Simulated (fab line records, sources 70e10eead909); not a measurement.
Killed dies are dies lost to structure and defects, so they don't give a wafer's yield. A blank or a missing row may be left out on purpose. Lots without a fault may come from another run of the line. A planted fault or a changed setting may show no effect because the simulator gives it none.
fab line records | flow nand_harc | part 2 of 2: steps 26 to 31 of 31
record lots=5 wafers=15 last_day=33
route steps=1302 shown A_ONON_D1@444 A_CHANNEL_HOLE_D1@450
lots that met no fault: from a run of the same line without faults
start_h: hours from the record's first day to the start of the lot's first wafer shown | wait_h: hours since the lot's step before | " the same as in the row above | L1.1+2: a row that stands for several wafers | - no value, or no start given | * or withheld: withheld | < > ~ a bound
route shown NAME@n: a module of which the file shows steps, and the number in the route of the first | usual: mean/standard deviation of fault-free wafers | same: alike in all rows | chamber/n: place in a boat | sites: the reading at each site | _std_site: their standard deviation | _edge_site: outer sites' mean less inner sites' | radius_mm: how far each site lies from the wafer's centre | mask NAME#n: copy n | behind: the tool/chamber that last shaped the wafer | hold: why the lot was held/for how many hours/how that ended | device: the transistor (n, p or np) that didn't switch | end of line: the same wafers' tests at the end of the route | a step without rows: its recipe alone | killed: dies lost to structure and defects at the first sort, not the wafer's yield | map: a wafer's dies, x killed, . not, _ none there
set.NAME: the setting as run; set.NAME@STEP: as run at that earlier step | model.NAME: the simulator's own value behind a step, which no gauge read
lots at some steps of the route; a table a step, a row a wafer
services: from which hour (start_h, from the record's first day; less than 0 if before it) a tool's chamber was out of use, for how many hours, and why
## steps
# step NHARC_A_CHANNEL_HOLE_D1_CD_MEAS_18
# usual cd_nm=99.2/2.2
# columns lot.wafer tool chamber start_h wait_h cd_nm
L077.2 cd_sem-02 - 211.77 - 96.0
L077.4 " - " " 97.9
L077.5 " - " " 95.6
L086.1 cd_sem-02 - 296.44 - 96.2
L086.4 " - " " 96.1
L086.6 " - " " 99.8
L089.1 cd_sem-01 - 338.05 - 99.2
L089.3 " - " " 102.5
L089.4 " - " " 98.6
L093.2 cd_sem-01 - 372.76 - 100.7
L093.3 " - " " 100.7
L093.5 " - " " 100.2
L097.3 cd_sem-01 - 408.47 - 101.7
L097.4 " - " " 101.7
L097.6 " - " " 101.9
# step NHARC_A_CHANNEL_HOLE_D1_ETCH_19
# recipe bias_v=1200 source_w=2500 pressure_mtorr=15 time_s=34.5 ar_flow_sccm=375 c4f8_flow_sccm=28.8 o2_flow_sccm=96.2 temp_c=-20 target_depth_a=* chemistry=C4F8/O2/Ar
# usual bias_v=1200/12 drypump_motor_current_A=5.27/0.19 showerhead_plenum_p_Torr=3.70/0.12 throttle_valve_pct=37.037/0.0092
# columns lot.wafer tool chamber start_h wait_h bias_v drypump_motor_current_A rf_hours_counter_h showerhead_plenum_p_Torr throttle_valve_pct
L077.2 har_etch-01 0 211.84 0.1 1201 5.25 103 3.77 37.042
L077.4 " 0 " " 1209 5.25 - 3.77 37.045
L077.5 " 1 " " 1202 5.12 - 3.72 37.051
L086.1 har_etch-01 1 296.53 0.1 1195 5.10 153 3.69 37.028
L086.4 " 1 " " 1196 5.11 - 3.69 37.036
L086.6 " 0 " " 1212 5.24 - 3.74 37.023
L089.1 har_etch-01 1 338.12 0.1 1188 5.09 176 3.68 37.040
L089.4 " 1 " " 1190 5.12 - 3.68 37.042
L089.3 " 0 " " 1188 5.25 - 3.73 37.047
L093.2 har_etch-01 0 372.85 0.1 1200 5.24 195 3.72 37.036
L093.3 " 0 " " 1200 5.25 - 3.72 37.039
L093.5 " 0 " " 1189 5.24 - 3.72 37.030
L097.3 har_etch-02 1 408.57 0.1 1204 5.22 - 3.98 37.023
L097.4 " 0 " " 1185 5.64 - 3.74 37.041
L097.6 " 1 " " 1210 5.20 - 3.98 37.056
# step NHARC_A_CHANNEL_HOLE_D1_ETCH_20
# recipe bias_v=3000 source_w=withheld pressure_mtorr=20 time_s=361.9 ar_flow_sccm=375 c4f8_flow_sccm=89.3 o2_flow_sccm=35.7 temp_c=-20 target_depth_a=16000 chemistry=C4F8/O2/Ar
# usual drypump_motor_current_A=5.27/0.19 showerhead_plenum_p_Torr=3.66/0.12 throttle_valve_pct=32.153/0.0085
# columns lot.wafer tool chamber start_h wait_h drypump_motor_current_A rf_hours_counter_h showerhead_plenum_p_Torr throttle_valve_pct
L077.2 har_etch-01 0 211.96 0.1 5.24 103 3.73 32.149
L077.4 " 0 " " 5.25 - 3.73 32.143
L077.5 " 1 " " 5.11 - 3.68 32.154
L086.1 har_etch-01 1 296.68 0.1 5.10 153 3.65 32.147
L086.4 " 1 " " 5.09 - 3.65 32.153
L086.6 " 0 " " 5.23 - 3.70 32.160
L089.1 har_etch-01 1 338.24 0.1 5.11 176 3.64 32.144
L089.4 " 1 " " 5.09 - 3.64 32.159
L089.3 " 0 " " 5.23 - 3.69 32.153
L093.2 har_etch-01 0 372.99 0.1 5.25 195 3.68 32.155
L093.3 " 0 " " 5.24 - 3.68 32.159
L093.5 " 0 " " 5.27 - 3.68 32.151
L097.3 har_etch-02 1 408.75 0.2 5.24 - 3.92 32.155
L097.4 " 0 " " 5.70 - 3.70 32.153
L097.6 " 1 " " 5.23 - 3.92 32.162
# step NHARC_A_CHANNEL_HOLE_D1_ETCH_21
# recipe bias_v=3000 source_w=withheld pressure_mtorr=20 time_s=514.3 ar_flow_sccm=375 c4f8_flow_sccm=89.3 o2_flow_sccm=35.7 temp_c=-20 target_depth_a=16000 chemistry=C4F8/O2/Ar
# usual drypump_motor_current_A=5.27/0.19 showerhead_plenum_p_Torr=3.66/0.12 throttle_valve_pct=32.154/0.0098
# columns lot.wafer tool chamber start_h wait_h drypump_motor_current_A rf_hours_counter_h showerhead_plenum_p_Torr throttle_valve_pct
L077.2 har_etch-01 0 212.27 0.3 5.24 103 3.73 32.144
L077.4 " 0 " " 5.22 - 3.73 32.151
L077.5 " 1 " " 5.12 - 3.68 32.153
L086.1 har_etch-01 1 297.01 0.3 5.09 153 3.65 32.150
L086.4 " 1 " " 5.10 - 3.65 32.159
L086.6 " 0 " " 5.23 - 3.70 32.151
L089.1 har_etch-01 1 338.55 0.3 5.10 176 3.64 32.155
L089.4 " 1 " " 5.09 - 3.64 32.163
L089.3 " 0 " " 5.24 - 3.69 32.151
L093.2 har_etch-01 0 373.33 0.3 5.22 195 3.68 32.156
L093.3 " 0 " " 5.22 - 3.68 32.155
L093.5 " 0 " " 5.21 - 3.68 32.136
L097.3 har_etch-02 1 409.11 0.3 5.23 - 3.92 32.151
L097.4 " 0 " " 5.63 - 3.70 32.158
L097.6 " 1 " " 5.24 - 3.92 32.153
# step NHARC_A_CHANNEL_HOLE_D1_ETCH_22
# recipe bias_v=3000 source_w=withheld pressure_mtorr=20 time_s=666.7 ar_flow_sccm=375 c4f8_flow_sccm=89.3 o2_flow_sccm=35.7 temp_c=-20 target_depth_a=16000 chemistry=C4F8/O2/Ar
# usual drypump_motor_current_A=5.27/0.19 showerhead_plenum_p_Torr=3.66/0.12 throttle_valve_pct=32.155/0.01
# columns lot.wafer tool chamber start_h wait_h drypump_motor_current_A rf_hours_counter_h showerhead_plenum_p_Torr throttle_valve_pct
L077.2 har_etch-01 0 212.71 0.4 5.24 104 3.73 32.155
L077.4 " 0 " " 5.26 - 3.73 32.149
L077.5 " 1 " " 5.11 - 3.68 32.149
L086.1 har_etch-01 1 297.47 0.4 5.10 153 3.65 32.157
L086.4 " 1 " " 5.10 - 3.65 32.168
L086.6 " 0 " " 5.24 - 3.70 32.150
L089.1 har_etch-01 1 339.00 0.4 5.10 177 3.64 32.152
L089.4 " 1 " " 5.11 - 3.64 32.145
L089.3 " 0 " " 5.22 - 3.69 32.165
L093.2 har_etch-01 0 373.79 0.4 5.24 196 3.68 32.138
L093.3 " 0 " " 5.24 - 3.68 32.149
L093.5 " 0 " " 5.24 - 3.68 32.159
L097.3 har_etch-02 1 409.59 0.4 5.25 - 3.92 32.135
L097.4 " 0 " " 5.66 - 3.70 32.145
L097.6 " 1 " " 5.26 - 3.92 32.143
# step NHARC_A_CHANNEL_HOLE_D1_ETCH_23
# recipe bias_v=5000 source_w=withheld pressure_mtorr=20 time_s=819 ar_flow_sccm=375 c4f8_flow_sccm=89.3 o2_flow_sccm=35.7 temp_c=-20 target_depth_a=16000 chemistry=C4F8/O2/Ar
# usual drypump_motor_current_A=5.27/0.19 showerhead_plenum_p_Torr=3.66/0.12 throttle_valve_pct=32.156/0.009
# columns lot.wafer tool chamber start_h wait_h drypump_motor_current_A rf_hours_counter_h showerhead_plenum_p_Torr throttle_valve_pct
L077.2 har_etch-01 0 213.28 0.5 5.25 104 3.73 32.166
L077.4 " 0 " " 5.22 - 3.73 32.155
L077.5 " 1 " " 5.12 - 3.68 32.162
L086.1 har_etch-01 1 298.05 0.5 5.10 154 3.65 32.155
L086.4 " 1 " " 5.10 - 3.65 32.153
L086.6 " 0 " " 5.23 - 3.70 32.148
L089.1 har_etch-01 1 339.58 0.5 5.12 177 3.64 32.164
L089.4 " 1 " " 5.10 - 3.64 32.159
L089.3 " 0 " " 5.22 - 3.69 32.164
L093.2 har_etch-01 0 374.39 0.5 5.23 196 3.68 32.153
L093.3 " 0 " " 5.22 - 3.68 32.177
L093.5 " 0 " " 5.24 - 3.68 32.145
L097.3 har_etch-02 1 410.20 0.5 5.24 - 3.92 32.156
L097.4 " 0 " " 5.66 - 3.70 32.165
L097.6 " 1 " " 5.23 - 3.92 32.158
## services
# columns tool chamber start_h hours kind
litho_track-06 - 179.00 7.0 pm
pecvd-03 - 185.47 13.0 pm
rie_diel-10 1 191.63 15.1 repair
litho_track-04 - 203.00 7.0 pm
rie_diel-07 3 225.57 2.3 repair
pecvd_onon-03 - 227.00 13.0 pm
pecvd-02 - 227.14 13.0 pm
rie_diel-10 - 243.03 9.0 pm
rie_diel-07 1 248.96 11.9 repair
rie_diel-10 3 269.87 10.4 repair
rie_diel-07 - 285.05 0.3 repair
rie_diel-10 0 288.30 1.9 repair
rie_diel-07 - 294.90 9.0 pm
arfi_scanner-02 - 312.00 4.0 pm
rie_diel-07 0 314.04 8.0 repair
rie_diel-07 3 324.45 5.9 repair
litho_track-01 - 330.00 7.0 pm
rie_diel-10 1 335.38 6.3 repair
arfi_scanner-02 - 336.76 0.5 repair
litho_track-06 - 354.00 7.0 pm
rie_diel-07 2 370.22 1.8 repair
arfi_scanner-02 - 375.49 0.4 repair
litho_track-04 - 378.00 7.0 pm
har_etch-02 - 381.63 17.0 pm
